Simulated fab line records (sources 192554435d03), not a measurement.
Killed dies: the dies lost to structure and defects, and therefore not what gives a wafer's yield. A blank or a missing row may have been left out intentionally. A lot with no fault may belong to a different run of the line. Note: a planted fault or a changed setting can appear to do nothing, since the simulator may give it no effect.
Matching of chambers :: flow n5-finfet :: N5_DUMMY_GATE_ETCH_36 on rie-diel-05 has 4 sister chambers
The step etches SiARC in CF4, target depth 13 nm. 18 wafers are shown with their chamber, then 9 later ones without.

== WAFERS WITH THEIR CHAMBER ==
wafer: L076.1
chamber: 3
throttle-valve-pct (%): 15.30
showerhead-plenum-p-Torr (Torr): 2.13
drypump-motor-current-A (A): 5.1

wafer: L076.4
chamber: 0
throttle-valve-pct (%): 15.85
showerhead-plenum-p-Torr (Torr): 2.13
drypump-motor-current-A (A): 5.8

wafer: L076.5
chamber: 1
throttle-valve-pct (%): 15.59
showerhead-plenum-p-Torr (Torr): 2.21
drypump-motor-current-A (A): 5.6

wafer: L081.1
chamber: 2
throttle-valve-pct (%): 15.95
showerhead-plenum-p-Torr (Torr): 2.24
drypump-motor-current-A (A): 6.0

wafer: L081.3
chamber: 0
throttle-valve-pct (%): 15.88
showerhead-plenum-p-Torr (Torr): 2.12
drypump-motor-current-A (A): 5.8

wafer: L081.4
chamber: 3
throttle-valve-pct (%): 15.34
showerhead-plenum-p-Torr (Torr): 2.12
drypump-motor-current-A (A): 5.2

wafer: L082.3
chamber: 3
throttle-valve-pct (%): 15.33
showerhead-plenum-p-Torr (Torr): 2.12
drypump-motor-current-A (A): 5.1

wafer: L082.4
chamber: 2
throttle-valve-pct (%): 15.96
showerhead-plenum-p-Torr (Torr): 2.24
drypump-motor-current-A (A): 6.0

wafer: L082.6
chamber: 0
throttle-valve-pct (%): 15.87
showerhead-plenum-p-Torr (Torr): 2.12
drypump-motor-current-A (A): 5.7

wafer: L083.2
chamber: 2
throttle-valve-pct (%): 15.96
showerhead-plenum-p-Torr (Torr): 2.24
drypump-motor-current-A (A): 5.9

wafer: L083.4
chamber: 0
throttle-valve-pct (%): 15.88
showerhead-plenum-p-Torr (Torr): 2.12
drypump-motor-current-A (A): 5.8

wafer: L083.6
chamber: 0
throttle-valve-pct (%): 15.88
showerhead-plenum-p-Torr (Torr): 2.12
drypump-motor-current-A (A): 5.8

wafer: L084.1
chamber: 1
throttle-valve-pct (%): 15.64
showerhead-plenum-p-Torr (Torr): 2.21
drypump-motor-current-A (A): 5.6

wafer: L084.4
chamber: 3
throttle-valve-pct (%): 15.35
showerhead-plenum-p-Torr (Torr): 2.12
drypump-motor-current-A (A): 5.1

wafer: L084.6
chamber: 1
throttle-valve-pct (%): 15.64
showerhead-plenum-p-Torr (Torr): 2.21
drypump-motor-current-A (A): 5.6

wafer: L090.3
chamber: 2
throttle-valve-pct (%): 15.99
showerhead-plenum-p-Torr (Torr): 2.23
drypump-motor-current-A (A): 6.0

wafer: L090.4
chamber: 0
throttle-valve-pct (%): 15.91
showerhead-plenum-p-Torr (Torr): 2.12
drypump-motor-current-A (A): 5.8

wafer: L090.5
chamber: 1
throttle-valve-pct (%): 15.64
showerhead-plenum-p-Torr (Torr): 2.20
drypump-motor-current-A (A): 5.6

SIGNATURES, as means of the wafers listed above
reading: throttle-valve-pct
chamber 0: 15.8783
chamber 1: 15.6275
chamber 2: 15.9650
chamber 3: 15.3300
scatter within a chamber: 0.0208

reading: showerhead-plenum-p-Torr
chamber 0: 2.1217
chamber 1: 2.2075
chamber 2: 2.2375
chamber 3: 2.1225
scatter within a chamber: 0.00469

reading: drypump-motor-current-A
chamber 0: 5.783
chamber 1: 5.600
chamber 2: 5.975
chamber 3: 5.125
scatter within a chamber: 0.0408
Rule: for each reading, subtract the chamber's mean from the wafer's reading, divide by that reading's scatter and square the result; add these up over the readings and take the root, which gives the wafer's distance from the chamber. If the next closest chamber is less than 2 further off than the closest, the wafer can't be placed; otherwise it belongs to the closest. The scatter is the square root of a quotient: the sum, over the shown wafers, of each reading's squared deviation from its chamber's mean, divided by wafers minus chambers.

== WAFERS WHOSE CHAMBER IS MISSING ==
wafer: L093.1
throttle-valve-pct (%): 15.65
showerhead-plenum-p-Torr (Torr): 2.20
drypump-motor-current-A (A): 5.6

wafer: L093.4
throttle-valve-pct (%): 15.91
showerhead-plenum-p-Torr (Torr): 2.12
drypump-motor-current-A (A): 5.8

wafer: L093.6
throttle-valve-pct (%): 15.36
showerhead-plenum-p-Torr (Torr): 2.12
drypump-motor-current-A (A): 5.1

wafer: L095.2
throttle-valve-pct (%): 15.92
showerhead-plenum-p-Torr (Torr): 2.11
drypump-motor-current-A (A): 5.8

wafer: L095.5
throttle-valve-pct (%): 15.92
showerhead-plenum-p-Torr (Torr): 2.11
drypump-motor-current-A (A): 5.8

wafer: L095.6
throttle-valve-pct (%): 15.65
showerhead-plenum-p-Torr (Torr): 2.20
drypump-motor-current-A (A): 5.6

wafer: L096.2
throttle-valve-pct (%): 15.66
showerhead-plenum-p-Torr (Torr): 2.20
drypump-motor-current-A (A): 5.6

wafer: L096.4
throttle-valve-pct (%): 15.66
showerhead-plenum-p-Torr (Torr): 2.20
drypump-motor-current-A (A): 5.6

wafer: L096.5
throttle-valve-pct (%): 15.38
showerhead-plenum-p-Torr (Torr): 2.12
drypump-motor-current-A (A): 5.1

== THE CHAMBER EACH PASSED THROUGH ==
wafer: L093.1
from the rows above: 1
in truth: 1

wafer: L093.4
from the rows above: 0
in truth: 0

wafer: L093.6
from the rows above: 3
in truth: 3

wafer: L095.2
from the rows above: 0
in truth: 0

wafer: L095.5
from the rows above: 0
in truth: 0

wafer: L095.6
from the rows above: 1
in truth: 1

wafer: L096.2
from the rows above: 1
in truth: 1

wafer: L096.4
from the rows above: 1
in truth: 1

wafer: L096.5
from the rows above: 3
in truth: 3
9 of 9 placed correctly. Can't be placed from these rows: 0. Wrongly placed: 0.
